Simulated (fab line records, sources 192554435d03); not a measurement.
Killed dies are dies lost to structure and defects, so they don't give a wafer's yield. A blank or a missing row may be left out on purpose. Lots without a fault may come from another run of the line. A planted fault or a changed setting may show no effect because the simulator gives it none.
Chamber matching | flow n5_finfet | N5_BEOL_M0_STRIP_104 on rie_diel-06: 4 sister chambers
The step strips in N2/H2. 24 wafers are shown with their chamber, then 12 later ones without.

WAFERS WITH THEIR CHAMBER
wafer  | chamber | showerhead_plenum_p_Torr (Torr) | drypump_motor_current_A (A) | throttle_valve_pct (%)
L074.3 | 0       | 2.45                            | 6.5                         | 23.50
L074.5 | 3       | 2.49                            | 5.6                         | 23.95
L074.6 | 0       | 2.45                            | 6.5                         | 23.51
L076.4 | 0       | 2.45                            | 6.5                         | 23.52
L076.5 | 2       | 2.60                            | 5.4                         | 23.77
L076.6 | 3       | 2.49                            | 5.6                         | 23.91
L077.2 | 2       | 2.60                            | 5.4                         | 23.77
L077.5 | 0       | 2.45                            | 6.5                         | 23.53
L077.6 | 2       | 2.60                            | 5.4                         | 23.78
L078.3 | 2       | 2.60                            | 5.3                         | 23.82
L078.4 | 0       | 2.45                            | 6.5                         | 23.53
L078.6 | 2       | 2.60                            | 5.3                         | 23.85
L079.2 | 2       | 2.60                            | 5.4                         | 23.78
L079.3 | 0       | 2.45                            | 6.5                         | 23.55
L079.4 | 1       | 2.50                            | 5.4                         | 23.31
L083.3 | 3       | 2.49                            | 5.6                         | 23.94
L083.5 | 1       | 2.50                            | 5.4                         | 23.34
L083.6 | 0       | 2.45                            | 6.5                         | 23.52
L082.1 | 1       | 2.50                            | 5.5                         | 23.30
L082.3 | 0       | 2.45                            | 6.5                         | 23.51
L082.4 | 3       | 2.49                            | 5.5                         | 23.94
L089.2 | 1       | 2.49                            | 5.4                         | 23.32
L089.5 | 1       | 2.49                            | 5.5                         | 23.35
L089.6 | 2       | 2.59                            | 5.4                         | 23.56

SIGNATURES (means of the wafers above)
reading                  | chamber 0 | chamber 1 | chamber 2 | chamber 3 | scatter within a chamber
showerhead_plenum_p_Torr | 2.4500    | 2.4960    | 2.5986    | 2.4900    | 0.00321
drypump_motor_current_A  | 6.500     | 5.440     | 5.371     | 5.575     | 0.0411
throttle_valve_pct       | 23.5213   | 23.3240   | 23.7614   | 23.9350   | 0.0534
Rule: a wafer's distance from a chamber is the root of the sum, over the readings, of the square of ((its reading less the chamber's mean) divided by the reading's scatter). The wafer belongs to the nearest chamber; if the next one is less than 2 further off, it can't be placed. The scatter: the root of (the sum of the squares of (reading less its chamber's mean) over the shown wafers, divided by (wafers less chambers)).

WAFERS WITHOUT THEIR CHAMBER
wafer  | showerhead_plenum_p_Torr (Torr) | drypump_motor_current_A (A) | throttle_valve_pct (%)
L090.1 | 2.59                            | 5.4                         | 23.53
L090.3 | 2.49                            | 5.5                         | 23.34
L090.4 | 2.49                            | 5.5                         | 23.36
L092.1 | 2.48                            | 5.5                         | 24.00
L092.4 | 2.44                            | 6.5                         | 23.54
L092.6 | 2.48                            | 5.6                         | 24.00
L093.1 | 2.59                            | 5.3                         | 23.54
L093.2 | 2.48                            | 5.6                         | 23.97
L093.4 | 2.49                            | 5.5                         | 23.40
L094.1 | 2.49                            | 5.5                         | 23.35
L094.5 | 2.49                            | 5.5                         | 23.35
L094.6 | 2.44                            | 6.5                         | 23.57

WHICH CHAMBER EACH WENT THROUGH
wafer  | from the rows above | in truth
L090.1 | 2                   | 2
L090.3 | 1                   | 1
L090.4 | 1                   | 1
L092.1 | 3                   | 3
L092.4 | 0                   | 0
L092.6 | 3                   | 3
L093.1 | 2                   | 2
L093.2 | 3                   | 3
L093.4 | 1                   | 1
L094.1 | 1                   | 1
L094.5 | 1                   | 1
L094.6 | 0                   | 0
Placed correctly: 12 of 12. Can't be placed from these rows: 0. Placed wrongly: 0.
